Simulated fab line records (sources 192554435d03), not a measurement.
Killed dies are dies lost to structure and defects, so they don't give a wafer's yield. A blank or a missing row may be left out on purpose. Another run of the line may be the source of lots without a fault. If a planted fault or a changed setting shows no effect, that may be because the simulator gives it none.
What tool caused it? -- flow n5Finfet -- Sampling: 12 lots, 36 wafers, 6 of 1938 route steps

## WHAT THE GAUGES SHOWED, per wafer
N5_ILD0_THK_MEAS_13.
lot,measured,on,thkNm (nm)
L075,day 4 05:12,filmMetro-01,18.8 18.3 18.1
L077,day 4 10:56,filmMetro-02,16.3 16.0 16.5
L079,day 5 00:38,filmMetro-01,18.9 17.5 18.9
L081,day 5 12:16,filmMetro-01,17.2 17.3 16.7
L083,day 5 22:48,filmMetro-01,17.4 17.8 17.7
L085,day 6 14:22,filmMetro-02,16.9 18.0 17.5
L087,day 6 23:36,filmMetro-01,17.7 15.7 17.8
L089,day 7 13:09,filmMetro-02,16.6 18.2 16.8
L091,day 7 23:02,filmMetro-02,18.3 16.8 18.5
L093,day 8 10:59,filmMetro-02,17.6 17.3 15.8
L095,day 8 22:54,filmMetro-02,17.9 17.0 18.2
L097,day 9 11:20,filmMetro-01,16.1 16.3 17.2

## TOOL THAT RAN EACH LOT (tool first, then ch and the chambers of the sampled wafers, then the start)
lot,N5_SD_EPI_N_ETCH_16,N5_SD_EPI_P_ETCHBACK_46,N5_SD_EPI_P_ETCH_47,N5_SD_EPI_P_STRIP_40,N5_SD_ACTIVATION_LSA_01
L075,"rieDiel-01 ch 0,1,2, day 3 13:38","rieDiel-04 ch 1,2,3, day 3 18:38","rieDiel-04 ch 1,2,3, day 3 18:44","plasmaAsher-02 ch 0,1, day 3 19:04","laserAnneal-02 ch 0, day 3 22:26"
L077,"rieDiel-03 ch 2,3, day 3 18:46","rieDiel-04 ch 0,1,2, day 3 23:44","rieDiel-04 ch 0,1,2, day 3 23:50","plasmaAsher-02 ch 0,1, day 4 00:09","laserAnneal-02 ch 0, day 4 04:11"
L079,"rieDiel-01 ch 0,1, day 4 07:30","rieDiel-04 ch 2,3, day 4 13:07","rieDiel-04 ch 2,3, day 4 13:13","plasmaAsher-02 ch 0,1, day 4 13:32","laserAnneal-02 ch 0, day 4 16:44"
L081,"rieDiel-05 ch 0,1,3, day 4 21:08","rieDiel-02 ch 0,2,3, day 5 01:20","rieDiel-02 ch 0,2,3, day 5 01:26","plasmaAsher-02 ch 0,1, day 5 01:56","laserAnneal-02 ch 0, day 5 05:20"
L083,"rieDiel-03 ch 1,2,3, day 5 07:56","rieDiel-06 ch 0,1,2, day 5 12:27","rieDiel-06 ch 0,1,2, day 5 12:33","plasmaAsher-02 ch 0,1, day 5 12:52","laserAnneal-02 ch 0, day 5 15:59"
L085,"rieDiel-05 ch 0,2,3, day 5 23:56","rieDiel-06 ch 0,3, day 6 04:02","rieDiel-06 ch 0,3, day 6 04:08","plasmaAsher-02 ch 0,1, day 6 04:27","laserAnneal-02 ch 0, day 6 07:35"
L087,"rieDiel-03 ch 0,1,2, day 6 08:55","rieDiel-06 ch 1,2,3, day 6 13:04","rieDiel-06 ch 1,2,3, day 6 13:10","plasmaAsher-02 ch 0,1, day 6 13:29","laserAnneal-02 ch 0, day 6 16:36"
L089,"rieDiel-01 ch 1,2, day 6 21:10","rieDiel-04 ch 2,3, day 7 02:08","rieDiel-04 ch 2,3, day 7 02:14","plasmaAsher-02 ch 0,1, day 7 02:34","laserAnneal-02 ch 0, day 7 05:50"
L091,"rieDiel-03 ch 0,2, day 7 07:39","rieDiel-02 ch 0,1,3, day 7 12:13","rieDiel-02 ch 0,1,3, day 7 12:19","plasmaAsher-01 ch 0,1, day 7 12:38","laserAnneal-02 ch 0, day 7 15:47"
L093,"rieDiel-03 ch 0,2,3, day 7 19:52","rieDiel-04 ch 2,3, day 8 00:14","rieDiel-04 ch 2,3, day 8 00:20","plasmaAsher-01 ch 0,1, day 8 00:40","laserAnneal-02 ch 0, day 8 03:47"
L095,"rieDiel-05 ch 1,3, day 8 06:47","rieDiel-06 ch 0,2,3, day 8 11:04","rieDiel-06 ch 0,2,3, day 8 11:10","plasmaAsher-02 ch 0,1, day 8 11:28","laserAnneal-02 ch 0, day 8 14:42"
L097,"rieDiel-05 ch 0,1,3, day 8 19:44","rieDiel-04 ch 0,3, day 9 01:02","rieDiel-04 ch 0,3, day 9 01:08","plasmaAsher-02 ch 0,1, day 9 01:27","laserAnneal-02 ch 0, day 9 04:34"
- N5_SD_EPI_N_ETCH_16: etches SiO2 in CHF3/O2, target depth 5 nm.
- N5_SD_EPI_P_ETCHBACK_46: etches SiNx in CH3F/O2, stops on SiO2, target depth 17.5 nm.
- N5_SD_EPI_P_ETCH_47: etches SiOCN in CH3F/O2, target depth 25 nm.
- N5_SD_EPI_P_STRIP_40: strips in N2/H2.
- N5_SD_ACTIVATION_LSA_01: time 0.0008 s.

## THE ANSWER, worked out from the rows above alone
Rule: what is usual is taken from the lots themselves. Put in order of their means at a reading, lots are off if they are a third of the lots or fewer, leave a main group of 4 or more, and stand apart from it by a gap of 3 or more times the standard deviation of the main group's means; of several such gaps the widest counts. The tables above print the reading to a certain number of digits; a main group whose means all agree to those digits is not used. Also off: a lot with no number at a reading for which 4 or more lots have one. The other lots that the step has rows for count as sound.
Nothing can be told from this: no lot is off at any reading shown.

## WHAT THE SIMULATOR HAD PUT IN
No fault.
